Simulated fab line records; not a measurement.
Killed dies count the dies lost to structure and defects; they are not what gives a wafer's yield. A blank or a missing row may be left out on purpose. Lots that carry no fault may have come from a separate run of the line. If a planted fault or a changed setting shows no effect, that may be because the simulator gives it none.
The tool behind it: which one? :: flow n5-finfet :: 10 lots, 27 wafers sampled, at 1 step of a route of 1938

## WHAT THE GAUGES SHOWED, per wafer
N5_BEOL_M4_RC_MEAS_101.
lot: L399
measured: day 8 09:50
on: prober-02
DIBL_N (mV/V): 35.1 36.0 34.3
DIBL_P (mV/V): 37.0 36.9 35.4
IOFF_N (nA/um): 0.16 0.15 0.14
IOFF_P (nA/um): 0.24 0.23 0.20
ION_N (uA/um): 691 666 674
ION_P (uA/um): 474 459 464
SS_N (mV/dec): 71.2 71.7 71.2
SS_P (mV/dec): 74.0 73.6 73.3
VT_N (mV): 251 253 249
VT_P (mV): -247.6 -248.0 -248.0

lot: L401
measured: day 8 12:47
on: prober-01
DIBL_N (mV/V): 33.5 35.6 35.8
DIBL_P (mV/V): 33.0 35.0 35.6
IOFF_N (nA/um): 0.12 0.15 0.14
IOFF_P (nA/um): 0.17 0.19 0.19
ION_N (uA/um): 677 665 667
ION_P (uA/um): 465 453 452
SS_N (mV/dec): 70.8 71.1 70.7
SS_P (mV/dec): 72.1 72.9 73.2
VT_N (mV): 254 249 251
VT_P (mV): -252.8 -252.3 -250.6

lot: L398
measured: day 8 17:35
on: prober-01
DIBL_N (mV/V): 37.9 39.5 37.5
DIBL_P (mV/V): 37.0 40.3 36.5
IOFF_N (nA/um): 0.18 0.22 0.16
IOFF_P (nA/um): 0.19 0.23 0.17
ION_N (uA/um): 674 687 664
ION_P (uA/um): 447 456 444
SS_N (mV/dec): 71.8 71.9 72.2
SS_P (mV/dec): 73.2 74.3 73.8
VT_N (mV): 248 247 253
VT_P (mV): -249.9 -250.1 -252.8

lot: L402
measured: day 9 05:56
on: prober-02
DIBL_N (mV/V): 35.4 34.6 37.6
DIBL_P (mV/V): 35.1 34.5 37.6
IOFF_N (nA/um): 0.14 0.14 0.18
IOFF_P (nA/um): 0.20 0.19 0.22
ION_N (uA/um): 662 659 683
ION_P (uA/um): 456 451 469
SS_N (mV/dec): 71.9 72.0 72.3
SS_P (mV/dec): 74.4 73.8 74.3
VT_N (mV): 255 254 251
VT_P (mV): -251.6 -250.6 -250.2

lot: L407
measured: day 10 08:43
on: prober-01
DIBL_N (mV/V): 43.2 38.0 35.8
DIBL_P (mV/V): 41.7 35.4 34.8
IOFF_N (nA/um): 0.28 0.17 0.14
IOFF_P (nA/um): 0.34 0.21 0.21
ION_N (uA/um): 689 659 682
ION_P (uA/um): 465 447 467
SS_N (mV/dec): 73.0 71.8 70.4
SS_P (mV/dec): 75.6 73.8 73.4
VT_N (mV): 243 251 250
VT_P (mV): -247.7 -252.2 -249.3

lot: L410
measured: day 11 02:46
on: prober-02
DIBL_N (mV/V): 37.6 35.9
DIBL_P (mV/V): 40.2 36.7
IOFF_N (nA/um): 0.22 0.16
IOFF_P (nA/um): 0.29 0.21
ION_N (uA/um): 682 663
ION_P (uA/um): 468 455
SS_N (mV/dec): 72.4 72.2
SS_P (mV/dec): 73.5 73.3
VT_N (mV): 249 254
VT_P (mV): -247.1 -252.4

lot: L414
measured: day 12 08:32
on: prober-01
DIBL_N (mV/V): 40.2 38.7
DIBL_P (mV/V): 41.3 39.0
IOFF_N (nA/um): 0.22 0.19
IOFF_P (nA/um): 0.28 0.24
ION_N (uA/um): 700 689
ION_P (uA/um): 472 465
SS_N (mV/dec): 72.7 72.4
SS_P (mV/dec): 73.9 72.8
VT_N (mV): 248 246
VT_P (mV): -246.3 -249.5

lot: L416
measured: day 12 15:34
on: prober-01
DIBL_N (mV/V): 34.4 37.2 38.1
DIBL_P (mV/V): 34.4 37.1 38.7
IOFF_N (nA/um): 0.12 0.17 0.19
IOFF_P (nA/um): 0.16 0.19 0.22
ION_N (uA/um): 665 671 687
ION_P (uA/um): 450 457 462
SS_N (mV/dec): 71.6 71.5 71.6
SS_P (mV/dec): 73.0 73.6 73.9
VT_N (mV): 254 249 246
VT_P (mV): -251.9 -252.1 -250.4

lot: L419
measured: day 13 11:25
on: prober-01
DIBL_N (mV/V): 34.9 35.2
DIBL_P (mV/V): 35.0 35.2
IOFF_N (nA/um): 0.15 0.16
IOFF_P (nA/um): 0.21 0.24
ION_N (uA/um): 673 658
ION_P (uA/um): 461 459
SS_N (mV/dec): 71.7 71.6
SS_P (mV/dec): 73.4 73.2
VT_N (mV): 250 249
VT_P (mV): -247.6 -246.8

lot: L420
measured: day 13 14:06
on: prober-02
DIBL_N (mV/V): 37.3 33.3 37.4
DIBL_P (mV/V): 35.9 32.1 37.0
IOFF_N (nA/um): 0.17 0.11 0.19
IOFF_P (nA/um): 0.21 0.15 0.23
ION_N (uA/um): 681 664 700
ION_P (uA/um): 462 455 474
SS_N (mV/dec): 72.1 70.4 71.9
SS_P (mV/dec): 73.4 72.4 73.5
VT_N (mV): 248 254 245
VT_P (mV): -250.6 -254.1 -250.7

## TOOL THAT RAN EACH LOT (tool first, then ch and the chambers of the sampled wafers, then the start)
Record: no process step prior to these readings.

## AS READ BY THE TOOLS THEMSELVES (means over the sampled wafers that have a number; for cases with no such wafer, the mark the record gives instead)
The record holds no such reading with a usual standard deviation.

## THE ANSWER, worked out from the rows above alone
Rule: the lots themselves supply what counts as usual. Put in order of their means at a reading, lots are off if they are a third of the lots or fewer, leave a main group of 4 or more, and stand apart from it by a gap of 3 or more times the standard deviation of the main group's means; of several such gaps the widest counts. The tables above print the reading to a certain number of digits; a main group whose means all agree to those digits is not used. A lot without any number at a reading at which 4 lots or more have one is off too. Any other lot the step has rows for is counted as sound. Order of review: gauges by route order, followed by the tools' own readings, for which a lot's mean as printed above is used. The first step at which some lot is off is used, and at that step the reading that is off furthest; a lot without a number counts as furthest.
Across all readings shown, no lot is off: no conclusion can be drawn from this.

## WHAT HAD BEEN PUT IN BY THE SIMULATOR
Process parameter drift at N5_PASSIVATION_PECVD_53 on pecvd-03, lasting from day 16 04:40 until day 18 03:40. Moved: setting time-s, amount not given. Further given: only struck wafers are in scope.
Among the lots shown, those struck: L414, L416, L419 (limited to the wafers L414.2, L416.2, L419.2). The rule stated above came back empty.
